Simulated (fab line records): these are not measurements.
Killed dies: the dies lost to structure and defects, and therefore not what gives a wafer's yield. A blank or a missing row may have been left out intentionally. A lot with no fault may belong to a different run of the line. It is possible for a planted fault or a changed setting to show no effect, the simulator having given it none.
Chamber matching ; flow n5_finfet ; rie_diel-04 running N5_BEOL_M1_ETCH_69: 4 sister chambers
The step etches SiARC in CF4, target depth 15.6 nm, time 26 s. 18 wafers are shown with their chamber, then 8 later ones without.

WAFERS, EACH WITH ITS CHAMBER
wafer;chamber;showerhead_plenum_p_Torr (Torr);drypump_motor_current_A (A);throttle_valve_pct (%)
L074.2;1;2.19;5.2;15.52
L074.3;2;2.14;6.2;15.83
L074.5;2;2.14;6.2;15.83
L076.1;2;2.14;6.2;15.84
L076.4;0;2.06;5.2;15.78
L076.6;0;2.06;5.2;15.76
L079.1;1;2.19;5.2;15.56
L079.2;2;2.14;6.2;15.82
L079.5;1;2.19;5.2;15.55
L080.2;0;2.05;5.2;15.77
L080.3;3;2.11;5.2;15.45
L080.4;1;2.19;5.2;15.56
L085.1;3;2.11;5.3;15.48
L085.4;0;2.05;5.2;15.79
L085.5;3;2.11;5.3;15.49
L086.2;2;2.13;6.2;15.88
L086.4;0;2.05;5.3;15.80
L086.6;2;2.13;6.2;15.85

SIGNATURES, as means of the wafers listed above
reading;chamber 0;chamber 1;chamber 2;chamber 3;scatter within a chamber
showerhead_plenum_p_Torr;2.0540;2.1900;2.1367;2.1100;0.00425
drypump_motor_current_A;5.220;5.200;6.200;5.267;0.0324
throttle_valve_pct;15.7800;15.5475;15.8417;15.4733;0.0193
Rule: a wafer lies at a distance from a chamber equal to the root of the sum of squares, over the readings, of (its reading less the chamber's mean, divided by the reading's scatter). If the next closest chamber is less than 2 further off than the closest, the wafer can't be placed; otherwise it belongs to the closest. The scatter: take each reading less its chamber's mean, square it, sum over the shown wafers, divide by the number of wafers less the number of chambers, and take the root.

WAFERS MISSING THEIR CHAMBER
wafer;showerhead_plenum_p_Torr (Torr);drypump_motor_current_A (A);throttle_valve_pct (%)
L087.1;2.13;6.2;15.89
L087.3;2.18;5.2;15.58
L087.5;2.18;5.2;15.58
L088.1;2.05;5.2;15.80
L088.2;2.18;5.2;15.58
L088.4;2.13;6.2;15.89
L090.2;2.18;5.2;15.60
L090.3;2.05;5.2;15.83

THE CHAMBER EACH PASSED THROUGH
wafer;from the rows above;in truth
L087.1;2;2
L087.3;1;1
L087.5;1;1
L088.1;0;0
L088.2;1;1
L088.4;2;2
L090.2;1;1
L090.3;0;0
Correct placement for 8 of the 8. From these rows, 0 cannot be placed. Number placed wrongly: 0.
